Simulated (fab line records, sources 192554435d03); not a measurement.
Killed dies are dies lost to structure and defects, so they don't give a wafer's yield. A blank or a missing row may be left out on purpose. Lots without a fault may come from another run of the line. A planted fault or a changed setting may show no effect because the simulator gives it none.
fab line records | flow n5_finfet
record lots=6 wafers=18 last_day=18
route steps=1938 shown MOL_CONTACT_COAG@574 BEOL_M4@1111 PASSIVATION@1936
lots that met no fault: from a run of the same line without faults
start_h: hours from the record's first day to the start of the lot's first wafer shown | wait_h: hours since the lot's step before | " the same as in the row above | L1.1+2: a row that stands for several wafers | - no value, or no start given | * or withheld: withheld | < > ~ a bound
route shown NAME@n: a module of which the file shows steps, and the number in the route of the first | usual: mean/standard deviation of fault-free wafers | same: alike in all rows | chamber/n: place in a boat | sites: the reading at each site | _std_site: their standard deviation | _edge_site: outer sites' mean less inner sites' | radius_mm: how far each site lies from the wafer's centre | mask NAME#n: copy n | behind: the tool/chamber that last shaped the wafer | hold: why the lot was held/for how many hours/how that ended | device: the transistor (n, p or np) that didn't switch | end of line: the same wafers' tests at the end of the route | a step without rows: its recipe alone | killed: dies lost to structure and defects at the first sort, not the wafer's yield | map: a wafer's dies, x killed, . not, _ none there
set.NAME: the setting as run; set.NAME@STEP: as run at that earlier step | model.NAME: the simulator's own value behind a step, which no gauge read
lots at some steps of the route; a table a step, a row a wafer
services: from which hour (start_h, from the record's first day; less than 0 if before it) a tool's chamber was out of use, for how many hours, and why
## steps
# step N5_MOL_CONTACT_COAG_OVL_MEAS_85
# recipe points_per_wafer=522
# usual VG_OVL=0.4/0.67
# columns lot.wafer tool chamber start_h wait_h VG_OVL[nm]
L888.1 overlay-01 0 151.32 0.0 0.0
L888.2 " 0 " " -0.4
L888.6 " 0 " " 0.3
L894.1 overlay-01 0 191.43 0.0 0.7
L894.3 " 0 " " 0.1
L894.5 " 0 " " 1.5
L897.3 overlay-02 0 209.55 0.0 1.0
L897.5 " 0 " " 1.7
L897.6 " 0 " " 0.5
L900.1 overlay-01 0 227.87 0.0 2.7
L900.3 " 0 " " 1.5
L900.6 " 0 " " 0.7
L901.2 overlay-02 0 231.91 0.0 0.3
L901.3 " 0 " " -0.6
L901.6 " 0 " " -0.1
L902.2 overlay-01 0 237.21 0.0 0.6
L902.3 " 0 " " -0.5
L902.5 " 0 " " 0.1
# step N5_MOL_CONTACT_COAG_INSPECT_57
# recipe mode=adi inspect_instrument=brightfield
# usual raw_defect_count=189/45
# columns lot.wafer tool chamber start_h wait_h raw_defect_count
L888.1 defect_inspect-01 - 151.38 0.1 167
L888.2 " - " " 142
L888.6 " - " " 194
L894.1 defect_inspect-02 - 191.48 0.1 161
L894.3 " - " " 180
L894.5 " - " " 186
L897.3 defect_inspect-02 - 209.60 0.0 243
L897.5 " - " " 263
L897.6 " - " " 241
L900.1 defect_inspect-02 - 227.92 0.1 297
L900.3 " - " " 278
L900.6 " - " " 277
L901.2 defect_inspect-02 - 231.96 0.0 246
L901.3 " - " " 150
L901.6 " - " " 178
L902.2 defect_inspect-02 - 237.42 0.2 241
L902.3 " - " " 216
L902.5 " - " " 244
# step N5_MOL_CONTACT_COAG_DESCUM_88
# recipe chemistry=O2 time_s=7 source_power_w=50 bias_power_w=20 pressure_mtorr=20 rf_frequency_hz=2.712e+07 temp_c=40 resist=CAR-EUV o2_flow_sccm=225
# step N5_MOL_CONTACT_COAG_ETCH_89
# recipe chemistry=N2/H2 target=underlayer target_depth_a=130 mask_material=CAR-EUV time_s=10.4 ion_energy_ev=200 pressure_mtorr=30 source_w=840 bias_w=150 n2_flow_sccm=200 h2_flow_sccm=200 ends=cleared
# usual bias_w=150.0/0.41 drypump_motor_current_A=5.7/0.33 etch_rf_on_time_s=10.46/0.27 n2_flow_sccm=200.0/0.59 oes_product_au=0.64/0.05 rf_vpp_V=523.8/3 showerhead_plenum_p_Torr=2.54/0.097 throttle_valve_pct=17.93/0.22
# columns lot.wafer tool chamber start_h wait_h bias_w drypump_motor_current_A etch_rf_on_time_s n2_flow_sccm oes_product_au rf_hours_counter_h rf_vpp_V showerhead_plenum_p_Torr throttle_valve_pct
L888.1 rie_diel-06 0 151.45 0.0 150.0 6.1 10.91 198.7 0.65 133 526.4 2.65 17.90
L888.2 " 1 " " 150.4 5.8 10.13 200.1 0.63 228 524.0 2.52 18.33
L888.6 " 2 " " 149.8 5.5 10.07 199.1 0.62 - 521.8 2.42 17.90
L894.1 rie_diel-06 2 192.02 0.0 149.9 5.6 10.19 201.2 0.60 217 521.5 2.41 17.96
L894.3 " 3 " " 149.8 5.7 10.40 199.6 0.67 134 527.2 2.64 17.69
L894.5 " 1 " " 149.9 5.8 10.09 201.4 0.62 - 522.6 2.52 18.37
L897.3 rie_diel-06 3 209.66 0.0 149.5 5.8 10.42 199.7 0.67 139 526.1 2.63 17.70
L897.5 " 3 " " 149.8 5.7 10.49 198.7 0.65 - 526.1 2.63 17.71
L897.6 " 0 " " 149.9 6.0 10.75 200.5 0.64 - 526.1 2.64 17.93
L900.1 rie_diel-06 0 227.99 0.0 150.0 6.0 10.91 200.2 0.63 161 526.8 2.64 17.93
L900.3 " 2 " " 149.8 5.6 10.09 199.7 0.60 230 521.1 2.40 17.98
L900.6 " 2 " " 149.4 5.6 10.15 200.6 0.59 - 519.2 2.40 17.97
L901.2 rie_diel-06 2 232.03 0.0 150.8 5.6 10.26 200.2 0.59 231 521.3 2.40 17.99
L901.3 " 1 " " 150.3 5.8 10.14 200.1 0.81 2 523.0 2.51 17.89
L901.6 " 3 " " 150.3 5.7 10.55 199.9 0.65 - 528.2 2.63 17.74
L902.2 rie_diel-01 3 237.57 0.0 150.1 5.3 10.34 200.5 0.60 239 522.6 2.52 17.92
L902.3 " 1 " " 149.6 6.1 10.89 200.1 0.58 216 522.7 2.53 18.20
L902.5 " 1 " " 150.0 6.1 10.92 199.5 0.59 - 522.4 2.53 18.22
# step N5_MOL_CONTACT_COAG_ETCH_90
# recipe chemistry=CF4 target=SiARC target_depth_a=130 mask_material=CAR-EUV time_s=21.7 ion_energy_ev=80 pressure_mtorr=40 source_w=545 bias_w=36 Ar_flow_sccm=100 cf4_flow_sccm=100 ends=cleared
# usual bias_w=35.99/0.1 drypump_motor_current_A=5.7/0.33 etch_rf_on_time_s=21.9/0.54 oes_product_au=0.64/0.049 rf_vpp_V=184.0/1.3 showerhead_plenum_p_Torr=2.14/0.081 throttle_valve_pct=15.71/0.17
# columns lot.wafer tool chamber start_h wait_h bias_w drypump_motor_current_A etch_rf_on_time_s oes_product_au rf_hours_counter_h rf_vpp_V showerhead_plenum_p_Torr throttle_valve_pct
L888.1 rie_diel-06 0 151.47 0.0 36.02 6.0 23.1 0.64 133 184.8 2.22 15.58
L888.2 " 1 " " 35.87 5.7 21.5 0.62 228 182.7 2.13 16.01
L888.6 " 2 " " 35.92 5.6 21.3 0.61 - 182.0 2.04 15.66
L894.1 rie_diel-06 2 192.04 0.0 35.98 5.6 21.2 0.61 217 182.1 2.03 15.70
L894.3 " 3 " " 35.93 5.7 22.0 0.66 134 183.7 2.24 15.75
L894.5 " 1 " " 35.93 5.7 21.0 0.62 - 183.7 2.13 16.04
L897.3 rie_diel-06 3 209.68 0.0 35.77 5.8 22.0 0.66 139 186.1 2.24 15.74
L897.5 " 3 " " 35.79 5.7 22.0 0.66 - 183.4 2.24 15.75
L897.6 " 0 " " 35.87 6.0 22.5 0.64 - 185.9 2.22 15.60
L900.1 rie_diel-06 0 228.01 0.0 35.98 6.0 22.6 0.64 161 185.2 2.21 15.61
L900.3 " 2 " " 35.83 5.6 21.3 0.59 230 182.2 2.03 15.73
L900.6 " 2 " " 36.00 5.6 21.1 0.60 - 181.8 2.03 15.71
L901.2 rie_diel-06 2 232.05 0.0 36.09 5.5 21.4 0.59 231 181.6 2.03 15.72
L901.3 " 1 " " 36.14 5.7 21.1 0.82 2 183.6 2.13 15.52
L901.6 " 3 " " 36.08 5.8 22.0 0.66 - 185.9 2.23 15.76
L902.2 rie_diel-01 3 237.59 0.0 35.91 5.3 21.6 0.60 239 183.1 2.11 15.72
L902.3 " 1 " " 36.06 6.1 22.3 0.58 216 184.2 2.13 15.98
L902.5 " 1 " " 36.02 6.1 22.3 0.59 - 184.2 2.13 15.96
# step N5_MOL_CONTACT_COAG_ALD_131
# recipe material=SiO2 target_thk_a=50 temp_c=100 ald_precursor_family=BDEAS ald_co_reactant=O2-plasma pulse_time_s=1 co_reactant_pulse_time_s=1 purge_time_s=2 co_reactant_purge_time_s=2 ald_cycles=35 pressure_torr=2
# usual heater_power_w=77/8.6 precursor_pulse_height_rel=0.999/0.02
# same purge_time_s=2
# columns lot.wafer tool chamber start_h wait_h heater_power_w precursor_pulse_height_rel
L888.1 ald_sin-01 2 151.55 0.1 88 1.020
L888.2 " 1 " " 62 0.995
L888.6 " 2 " " 89 0.996
L894.1 ald_sin-01 3 192.50 0.4 73 1.024
L894.3 " 2 " " 86 1.012
L894.5 " 3 " " 75 0.998
L897.3 ald_sin-04 2 209.76 0.1 90 0.990
L897.5 " 1 " " 70 1.026
L897.6 " 2 " " 88 1.009
L900.1 ald_sin-04 0 228.09 0.1 85 1.007
L900.3 " 2 " " 89 0.995
L900.6 " 3 " " 90 0.991
L901.2 ald_sin-04 3 232.13 0.1 91 1.021
L901.3 " 2 " " 88 1.014
L901.6 " 3 " " 90 1.008
L902.2 ald_sin-01 0 237.67 0.1 77 0.989
L902.3 " 3 " " 74 1.016
L902.5 " 2 " " 85 0.980
# step N5_MOL_CONTACT_COAG_ETCHBACK_132
# recipe chemistry=CHF3 target=SiO2 target_depth_a=100 time_s=6.7 ion_energy_ev=200 pressure_mtorr=30 source_w=610 bias_w=170 Ar_flow_sccm=200 CHF3_flow_sccm=50
# step N5_MOL_CONTACT_COAG_ETCH_91
# recipe chemistry=N2/H2 target=SOC target_depth_a=600 overetch_a=210 mask_material=SiARC temp_c=40 time_s=101.2 ion_energy_ev=200 pressure_mtorr=30 source_w=840 bias_w=150 n2_flow_sccm=200 h2_flow_sccm=200
# usual bias_w=149.9/0.45 drypump_motor_current_A=5.7/0.44 n2_flow_sccm=199.9/0.55 oes_product_au=0.63/0.06 rf_vpp_V=524/3 showerhead_plenum_p_Torr=2.53/0.1 throttle_valve_pct=17.90/0.21
# columns lot.wafer tool chamber start_h wait_h bias_w drypump_motor_current_A n2_flow_sccm oes_product_au rf_hours_counter_h rf_vpp_V showerhead_plenum_p_Torr throttle_valve_pct
L888.1 rie_diel-01 1 151.76 0.0 149.9 6.1 200.2 0.61 184 523 2.54 18.13
L888.2 " 0 " " 149.2 5.5 199.7 0.68 70 524 2.58 17.59
L888.6 " 2 " " 150.2 6.4 200.2 0.58 - 526 2.61 17.70
L894.1 rie_diel-06 1 192.93 0.0 150.1 5.8 199.4 0.59 244 524 2.52 18.32
L894.3 " 0 " " 149.5 6.0 200.2 0.64 149 527 2.65 17.89
L894.5 " 3 " " 149.8 5.7 200.0 0.66 - 527 2.64 17.67
L897.3 rie_diel-05 1 209.98 0.0 150.0 6.6 200.2 0.78 22 530 2.73 17.97
L897.5 " 3 " " 149.5 5.1 199.6 0.60 - 524 2.49 17.75
L897.6 " 0 " " 150.0 5.3 200.3 0.62 - 519 2.35 18.22
L900.1 rie_diel-06 3 228.31 0.0 150.8 5.8 198.7 0.65 146 527 2.63 17.69
L900.3 " 2 " " 148.8 5.6 199.9 0.57 230 520 2.40 17.92
L900.6 " 1 " " 149.5 5.7 199.8 0.81 - 521 2.51 17.85
L901.2 rie_diel-06 2 232.34 0.0 150.2 5.6 200.6 0.58 231 521 2.40 17.93
L901.3 " 3 " " 150.5 5.8 199.5 0.65 147 528 2.63 17.69
L901.6 " 0 " " 149.8 6.0 200.3 0.64 - 527 2.64 17.91
L902.2 rie_diel-01 0 237.98 0.0 150.3 5.5 199.8 0.66 102 524 2.56 17.63
L902.3 " 1 " " 150.0 6.1 200.1 0.59 216 522 2.53 18.18
L902.5 " 0 " " 150.4 5.5 199.2 0.65 - 524 2.56 17.65
# step N5_MOL_CONTACT_COAG_STRIP_92
# recipe chemistry=N2/H2 temp_c=40 n2_flow_sccm=200 h2_flow_sccm=200 rf_frequency_hz=6e+07
# step N5_MOL_CONTACT_COAG_STRIP_93
# recipe chemistry=N2/H2 temp_c=40 n2_flow_sccm=200 h2_flow_sccm=200 rf_frequency_hz=6e+07
# step N5_MOL_CONTACT_COAG_ETCHBACK_135
# recipe chemistry=CHF3 target=SiO2 target_depth_a=250 time_s=16.7 ion_energy_ev=200 pressure_mtorr=30 source_w=610 bias_w=170 Ar_flow_sccm=200 CHF3_flow_sccm=50
# usual drypump_motor_current_A=5.7/0.44 oes_product_au=0.75/0.075 rf_vpp_V=522/7.7 showerhead_plenum_p_Torr=2.37/0.096 throttle_valve_pct=18.80/0.14
# columns lot.wafer tool chamber start_h wait_h drypump_motor_current_A oes_product_au rf_hours_counter_h rf_vpp_V showerhead_plenum_p_Torr throttle_valve_pct
L888.1 rie_diel-01 1 151.85 0.0 6.1 0.71 184 509 2.36 18.91
L888.2 " 0 " " 5.5 0.81 70 520 2.41 18.50
L888.6 " 2 " " 6.3 0.69 - 523 2.44 18.69
L894.1 rie_diel-06 1 193.02 0.0 5.7 0.71 244 525 2.36 19.09
L894.3 " 0 " " 6.0 0.75 149 519 2.47 18.74
L894.5 " 3 " " 5.7 0.78 - 535 2.48 18.81
L897.3 rie_diel-05 1 210.07 0.0 6.6 0.96 22 520 2.54 18.81
L897.5 " 3 " " 5.1 0.72 - 511 2.37 18.83
L897.6 " 0 " " 5.3 0.74 - 518 2.19 18.97
L900.1 rie_diel-06 3 228.40 0.0 5.7 0.77 146 536 2.48 18.82
L900.3 " 2 " " 5.6 0.69 230 525 2.25 18.75
L900.6 " 1 " " 5.7 0.98 - 525 2.35 18.65
L901.2 rie_diel-06 2 232.43 0.0 5.5 0.69 231 527 2.25 18.75
L901.3 " 3 " " 5.7 0.77 147 536 2.48 18.83
L901.6 " 0 " " 6.0 0.75 - 518 2.47 18.76
L902.2 rie_diel-01 0 238.07 0.0 5.5 0.77 102 518 2.40 18.54
L902.3 " 1 " " 6.1 0.69 216 510 2.35 18.95
L902.5 " 0 " " 5.4 0.77 - 522 2.40 18.57
# step N5_MOL_CONTACT_COAG_STRIP_118
# recipe chemistry=CHF3 resist=SiARC rf_frequency_hz=6e+07
# step N5_MOL_CONTACT_COAG_VIA_ETCH_46
# recipe chemistry=C4F6/O2 target_depth_a=460 overetch_a=92 mask_material=SOC target=SiO2 bias_w=455 pressure_mtorr=10 time_s=40 source_w=325 Ar_flow_sccm=300 C4F6_flow_sccm=10 O2_flow_sccm=10 ion_energy_ev=575.3 ends=end_point
# usual bias_w=455.0/1.4 drypump_motor_current_A=5.7/0.44 oes_product_au=0.68/0.063 rf_vpp_V=1581/21 showerhead_plenum_p_Torr=2.83/0.11 throttle_valve_pct=41.1/0.35
# columns lot.wafer tool chamber start_h wait_h bias_w drypump_motor_current_A oes_product_au rf_hours_counter_h rf_vpp_V showerhead_plenum_p_Torr throttle_valve_pct model.SOC_of_MOL_CONTACT_COAG_COAT_75.thk_nm
L888.1 rie_diel-01 1 151.88 0.0 452.3 6.1 0.65 184 1547 2.82 40.6 51.2
L888.2 " 0 " " 456.4 5.4 0.72 70 1575 2.87 40.8 50.6
L888.6 " 2 " " 454.1 6.3 0.62 - 1589 2.91 40.6 50.6
L894.1 rie_diel-06 1 193.06 0.0 458.3 5.7 0.63 244 1591 2.82 41.8 50.6
L894.3 " 0 " " 453.3 6.0 0.69 149 1572 2.95 41.3 51
L894.5 " 3 " " 456.3 5.7 0.70 - 1618 2.96 41.0 50.8
L897.3 rie_diel-05 1 210.10 0.0 453.0 6.6 0.85 22 1577 3.04 41.4 50.4
L897.5 " 3 " " 453.6 5.1 0.64 - 1553 2.83 41.3 51
L897.6 " 0 " " 456.4 5.3 0.67 - 1565 2.61 41.4 51
L900.1 rie_diel-06 3 228.43 0.0 315.0 5.7 0.69 146 1229 2.96 41.0 52
L900.3 " 2 " " 455.5 5.6 0.61 230 1591 2.68 40.8 51
L900.6 " 1 " " 455.4 5.8 0.87 - 1589 2.81 41.1 51
L901.2 rie_diel-06 2 232.46 0.0 453.9 5.6 0.62 231 1590 2.68 40.8 50.8
L901.3 " 3 " " 317.6 5.7 0.69 147 1230 2.96 41.0 51.4
L901.6 " 0 " " 452.6 6.0 0.68 - 1571 2.94 41.3 50.8
L902.2 rie_diel-01 0 238.10 0.0 452.4 5.4 0.69 102 1573 2.86 40.8 51
L902.3 " 1 " " 455.1 6.1 0.63 216 1544 2.80 40.6 51.4
L902.5 " 0 " " 453.7 5.4 0.70 - 1575 2.86 40.8 51.2
# step N5_MOL_CONTACT_COAG_STRIP_96
# recipe chemistry=N2/H2 power_w=500 temp_c=40 pressure_mtorr=50 rf_frequency_hz=6e+07 overash_fraction=0.3 bias_power_w=28 h2_frac=0.5 n2_flow_sccm=300 h2_flow_sccm=300
# step N5_BEOL_M4_RC_MEAS_101
# usual DIBL_N=35.9/1.4 DIBL_P=35.9/1.7 IOFF_N=0.160/0.026 IOFF_P=0.21/0.036 ION_N=672/11 ION_P=461/8.1 SS_N=71.4/0.54 SS_P=73.2/0.67 VT_N=249.3/2.7 VT_P=-250/3.9
# columns lot.wafer tool chamber start_h wait_h DIBL_N[mV/V] DIBL_P[mV/V] IOFF_N[nA/um] IOFF_P[nA/um] ION_N[uA/um] ION_P[uA/um] SS_N[mV/dec] SS_P[mV/dec] VT_N[mV] VT_P[mV]
L888.1 prober-02 0 221.02 0.0 35.1 33.8 0.134 0.17 663 457 71.3 72.8 250.4 -255
L888.2 " 0 " " 34.6 33.7 0.127 0.18 668 459 70.5 72.7 252.8 -251
L888.6 " 0 " " 37.1 36.7 0.169 0.23 677 460 71.7 72.7 246.9 -247
L894.1 prober-02 0 254.92 0.0 33.2 33.0 0.127 0.14 662 451 70.4 72.6 252.5 -257
L894.3 " 0 " " 35.3 35.4 0.143 0.15 667 451 71.1 73.0 251.1 -258
L894.5 " 0 " " 34.4 34.5 0.135 0.15 663 450 71.1 72.9 250.8 -258
L897.3 prober-01 0 276.71 0.3 33.5 34.0 0.117 0.17 658 454 71.0 71.9 252.2 -251
L897.5 " 0 " " 36.8 36.8 0.183 0.21 661 453 72.2 72.8 247.1 -247
L897.6 " 0 " " 35.8 35.9 0.159 0.20 665 457 71.8 72.4 249.5 -250
L900.1 prober-02 0 291.59 0.0 37.4 37.5 0.186 0.24 686 467 71.7 73.2 244.6 -249
L900.3 " 0 " " 36.3 35.5 0.146 0.21 669 461 71.2 72.5 250.1 -248
L900.6 " 0 " " 37.3 36.0 0.164 0.21 661 456 71.2 73.2 250.7 -252
L901.2 prober-01 0 309.85 0.2 34.5 35.1 0.159 0.19 681 463 71.0 73.0 249.1 -252
L901.3 " 0 " " 35.1 37.1 0.174 0.22 690 470 71.7 73.1 246.4 -252
L901.6 " 0 " " 34.4 35.6 0.158 0.20 682 466 71.4 72.7 248.8 -251
L902.2 prober-02 0 316.42 0.2 39.0 40.0 0.214 0.25 680 464 72.3 74.7 247.5 -248
L902.3 " 0 " " 38.4 39.7 0.194 0.24 668 459 71.7 74.4 249.7 -250
L902.5 " 0 " " 35.8 36.9 0.151 0.19 663 456 71.6 73.2 252.8 -254
# step N5_PASSIVATION_PROBE_49
# usual defect_limited_yield=90.9/1.5 killed_at_M0_to_M3=35/10 killed_at_M4_up=14/5.2 killed_at_contacts=13/7.3 killed_at_front_end=42/12 killed_at_other=3.4/2.5 killed_dies=108/18 killed_open=70/13 killed_short=35/8 sort_bin_5_function=5.4/1 sort_bin_6_memory=3.4/0.71 sort_n_pass=1072/18 sort_yield_pct=90.9/1.5
# same gross_dies=1180 killed_at_back_side=0 sort_bin_4_leakage[%]=0 sort_bin_8_speed[%]=0
# columns lot.wafer tool chamber start_h wait_h defect_limited_yield[%] killed_at_M0_to_M3 killed_at_M4_up killed_at_contacts killed_at_front_end killed_at_other killed_dies killed_open killed_short sort_bin_5_function[%] sort_bin_6_memory[%] sort_n_pass sort_yield_pct[%]
L888.1 prober-01 - 317.48 0.0 89.9 46 13 4 55 1 119 80 33 5.9 3.6 1061 89.9
L888.2 prober-01 - 317.53 0.1 90.2 46 12 13 43 2 116 76 39 5.8 3.8 1064 90.2
L888.6 prober-01 - 317.73 0.3 91.4 33 14 19 34 2 102 63 35 4.7 3.5 1078 91.4
L894.1 prober-02 - 361.42 0.0 88.9 41 16 12 58 4 131 73 55 6.1 4.2 1049 88.9
L894.3 prober-02 - 361.52 0.1 90.3 37 14 13 48 2 114 76 38 6.1 3.3 1066 90.3
L894.5 prober-02 - 361.62 0.2 93.2 27 12 3 35 3 80 41 37 4.8 1.8 1100 93.2
L897.3 prober-02 - 382.09 0.1 89.7 31 14 17 54 5 121 74 42 5.9 3.5 1059 89.7
L897.5 prober-02 - 382.19 0.2 90.8 23 10 10 63 3 109 60 37 5.7 2.5 1071 90.8
L897.6 prober-02 - 382.24 0.3 93.0 27 6 10 35 5 83 48 32 3.6 3.0 1097 93.0
L900.1 prober-01 - 404.08 0.0 89.9 22 22 30 44 1 119 92 26 5.3 4.6 1061 89.9
L900.3 prober-01 - 404.18 0.1 91.7 27 7 26 37 1 98 68 29 4.7 3.3 1082 91.7
L900.6 prober-01 - 404.33 0.3 88.3 39 16 39 43 1 138 99 37 6.3 5.1 1042 88.3
L901.2 prober-01 - 417.92 0.1 92.1 25 13 2 47 6 93 66 27 4.2 3.1 1087 92.1
L901.3 prober-01 - 417.97 0.1 89.2 42 10 11 55 9 127 72 53 6.9 3.6 1053 89.2
L901.6 prober-01 - 418.12 0.3 90.0 34 19 15 45 5 118 74 40 5.3 4.5 1062 90.0
L902.2 prober-02 - 429.98 0.1 90.4 37 15 13 47 1 113 74 33 5.6 3.6 1067 90.4
L902.3 prober-02 - 430.03 0.1 89.2 48 12 19 48 0 127 86 41 6.3 4.3 1053 89.2
L902.5 prober-02 - 430.13 0.2 89.2 37 14 36 37 3 127 88 37 6.2 4.2 1053 89.2
# killed by level:class
L888.1 STI_FIN_REVEAL:geometric_particle:open=22 BEOL_M3:geometric_particle:open=11 BEOL_M0_SAQP:geometric_particle:open=10 BEOL_M0_SAQP:geometric_particle:short=6 BEOL_M1:geometric_particle:open=6 FIN_SAQP:geometric_particle:open=5 BEOL_M0:geometric_particle:short=5 HKMG_FIN:area_etch=5
L888.2 BEOL_M3:geometric_particle:open=13 STI_FIN_REVEAL:geometric_particle:open=12 BEOL_M0_SAQP:geometric_particle:short=11 BEOL_M0_SAQP:geometric_particle:open=10 MOL_CONTACT_COAG:geometric_particle:open=9 FIN_SAQP:geometric_particle:open=6 GATE_CUT:geometric_particle:open=6 FIN_SAQP:geometric_particle:short=4
L888.6 MOL_CONTACT_COAG:geometric_particle:open=14 BEOL_M3:geometric_particle:open=11 STI_FIN_REVEAL:geometric_particle:open=9 BEOL_M0_SAQP:geometric_particle:short=7 BEOL_M0_SAQP:geometric_particle:open=6 GATE_CUT:geometric_particle:short=5 BEOL_M4:geometric_particle:open=5 FIN_SAQP:geometric_particle:open=4
L894.1 FIN_SAQP:geometric_particle:short=16 BEOL_M0_SAQP:geometric_particle:short=11 MOL_CONTACT_COAG:geometric_particle:open=10 BEOL_M0_SAQP:geometric_particle:open=9 STI_FIN_REVEAL:geometric_particle:open=9 BEOL_M4:geometric_particle:open=9 DUMMY_GATE:geometric_particle:open=5 BEOL_M1:geometric_particle:open=5
L894.3 FIN_SAQP:geometric_particle:open=11 MOL_CONTACT_COAG:geometric_particle:open=11 FIN_SAQP:geometric_particle:short=10 STI_FIN_REVEAL:geometric_particle:open=10 BEOL_M3:geometric_particle:open=9 BEOL_M0_SAQP:geometric_particle:short=7 BEOL_M2:geometric_particle:open=6 BEOL_M4:geometric_particle:open=6
L894.5 FIN_SAQP:geometric_particle:short=9 BEOL_M2:geometric_particle:open=8 BEOL_M0_SAQP:geometric_particle:short=7 STI_FIN_REVEAL:geometric_particle:open=6 BEOL_M0_SAQP:geometric_particle:open=6 BEOL_M4:geometric_particle:open=6 STARTING-WAFER:geometric_particle:short=4 GATE_CUT:geometric_particle:short=3
L897.3 STI_FIN_REVEAL:geometric_particle:open=15 MOL_CONTACT_COAG:geometric_particle:open=11 FIN_SAQP:geometric_particle:short=10 FIN_SAQP:geometric_particle:open=8 BEOL_M1:geometric_particle:open=8 GATE_CUT:geometric_particle:short=7 BEOL_M0_SAQP:geometric_particle:open=7 MOL_CONTACT_COAG:geometric_particle:short=6
L897.5 STI_FIN_REVEAL:geometric_particle:open=12 HKMG_FIN:area_etch=8 GATE_CUT:geometric_particle:open=6 MOL_CONTACT_COAG:geometric_particle:open=6 BEOL_M1:geometric_particle:short=6 DUMMY_GATE:geometric_particle:open=5 GATE_CUT:geometric_particle:short=5 ILD0:geometric_particle:open=4
L897.6 MOL_CONTACT_COAG:geometric_particle:open=8 BEOL_M1:geometric_particle:open=7 BEOL_M1:geometric_particle:short=6 DUMMY_GATE:geometric_particle:open=5 GATE_CUT:geometric_particle:short=5 BEOL_M5:geometric_particle:open=4 STARTING-WAFER:geometric_particle:short=4 FIN_SAQP:geometric_particle:short=3
L900.1 MOL_CONTACT_COAG:geometric_particle:open=22 STI_FIN_REVEAL:geometric_particle:open=18 BEOL_M4:geometric_particle:open=13 DUMMY_GATE:geometric_particle:open=7 MOL_CONTACT_COAG:geometric_particle:short=7 BEOL_M3:geometric_particle:open=7 GATE_CUT:geometric_particle:short=5 BEOL_M2:geometric_particle:open=5
L900.3 MOL_CONTACT_COAG:geometric_particle:open=19 STI_FIN_REVEAL:geometric_particle:open=7 BEOL_M3:geometric_particle:open=7 MOL_CONTACT_COAG:geometric_particle:short=6 BEOL_M2:geometric_particle:open=6 FIN_SAQP:geometric_particle:open=5 FIN_SAQP:geometric_particle:short=5 BEOL_M0_SAQP:geometric_particle:short=5
L900.6 MOL_CONTACT_COAG:geometric_particle:open=35 FIN_SAQP:geometric_particle:short=17 BEOL_M2:geometric_particle:open=10 BEOL_M0_SAQP:geometric_particle:short=9 FIN_SAQP:geometric_particle:open=8 STI_FIN_REVEAL:geometric_particle:open=7 BEOL_M0_SAQP:geometric_particle:open=7 BEOL_M4:geometric_particle:open=6
L901.2 FIN_SAQP:geometric_particle:open=21 BEOL_M2:geometric_particle:open=9 FIN_SAQP:geometric_particle:short=8 STI_FIN_REVEAL:geometric_particle:open=5 DUMMY_GATE:geometric_particle:open=5 PASS1_CAP:geometric_particle:open=5 GATE_CUT:geometric_particle:short=4 BEOL_M0_SAQP:geometric_particle:open=4
L901.3 FIN_SAQP:geometric_particle:short=22 FIN_SAQP:geometric_particle:open=14 BEOL_M2:geometric_particle:open=13 MOL_CONTACT_COAG:geometric_particle:open=10 BEOL_M3:geometric_particle:open=8 STI_FIN_REVEAL:geometric_particle:open=6 BEOL_M0_SAQP:geometric_particle:short=6 PASS1_CAP:geometric_particle:short=5
L901.6 BEOL_M2:geometric_particle:open=16 FIN_SAQP:geometric_particle:short=14 MOL_CONTACT_COAG:geometric_particle:open=13 FIN_SAQP:geometric_particle:open=12 BEOL_M4:geometric_particle:open=7 BEOL_M0_SAQP:geometric_particle:short=7 GATE_CUT:geometric_particle:short=5 STI_FIN_REVEAL:geometric_particle:open=4
L902.2 STI_FIN_REVEAL:geometric_particle:open=15 MOL_CONTACT_COAG:geometric_particle:open=9 BEOL_M0_SAQP:geometric_particle:short=9 BEOL_M0_SAQP:geometric_particle:open=9 BEOL_M1:geometric_particle:open=6 DUMMY_GATE:geometric_particle:open=5 BEOL_M3:geometric_particle:open=5 FIN_SAQP:geometric_particle:open=4
L902.3 BEOL_M0_SAQP:geometric_particle:open=17 FIN_SAQP:geometric_particle:open=13 MOL_CONTACT_COAG:geometric_particle:open=12 BEOL_M0_SAQP:geometric_particle:short=9 BEOL_M2:geometric_particle:open=8 STI_FIN_REVEAL:geometric_particle:open=7 BEOL_M1:geometric_particle:open=7 MOL_CONTACT_COAG:geometric_particle:short=7
L902.5 MOL_CONTACT_COAG:geometric_particle:open=31 BEOL_M0_SAQP:geometric_particle:open=11 STI_FIN_REVEAL:geometric_particle:open=10 FIN_SAQP:geometric_particle:open=8 BEOL_M0_SAQP:geometric_particle:short=7 STI_FIN_REVEAL:geometric_particle:short=7 MOL_CONTACT_COAG:geometric_particle:short=5 BEOL_M1:geometric_particle:open=5
## services
# columns tool chamber start_h hours kind
rie_diel-06 2 130.51 8.3 repair
rie_diel-05 1 139.24 - clean
rie_diel-05 1 139.24 - consumable_replace:focus_ring
rie_diel-05 1 139.24 - consumable_replace:showerhead
rie_diel-05 1 139.24 12.1 scheduled_down
rie_diel-05 1 139.24 12.1 vent_cycle
rie_diel-06 3 159.99 6.8 repair
ald_sin-04 - 176.75 14.0 pm
ald_sin-04 0 176.75 14.0 vent_cycle
ald_sin-04 1 176.75 14.0 vent_cycle
ald_sin-04 2 176.75 14.0 vent_cycle
ald_sin-04 3 176.75 14.0 vent_cycle
ald_sin-04 0 190.75 - clean
ald_sin-01 1 204.48 3.9 repair
rie_diel-06 1 211.69 - clean
rie_diel-06 1 211.69 - consumable_replace:focus_ring
rie_diel-06 1 211.69 15.6 scheduled_down
rie_diel-06 1 211.69 15.6 vent_cycle
ald_sin-04 3 217.49 9.3 repair
rie_diel-05 1 221.26 6.6 repair
rie_diel-01 2 235.67 - clean
rie_diel-01 2 235.67 - consumable_replace:focus_ring
rie_diel-01 2 235.67 13.8 scheduled_down
rie_diel-01 2 235.67 13.8 vent_cycle
## key
first_sign step=N5_MOL_CONTACT_COAG_VIA_ETCH_46 reading=bias_w direction=down sigmas=96 usual=* struck=*
effect step=N5_MOL_CONTACT_COAG_VIA_ETCH_46 reading=rf_vpp_V direction=down sigmas=17 usual=1581 struck=1230
model_effect step=N5_MOL_CONTACT_COAG_VIA_ETCH_46 value=SOC_of_MOL_CONTACT_COAG_COAT_75.thk_nm without=50.9 struck=51.7
met_at N5_MOL_CONTACT_COAG_VIA_ETCH_46
struck_wafers L900.1,L901.3
onset_between 193.06 228.43
fault kind=process_parameter_drift tool=rie_diel-06 chamber=3 onset_h=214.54 steps=N5_MOL_CONTACT_COAG_VIA_ETCH_46 channel=bias_w offset=* shape=step end_h=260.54 acts_in=* stated=*
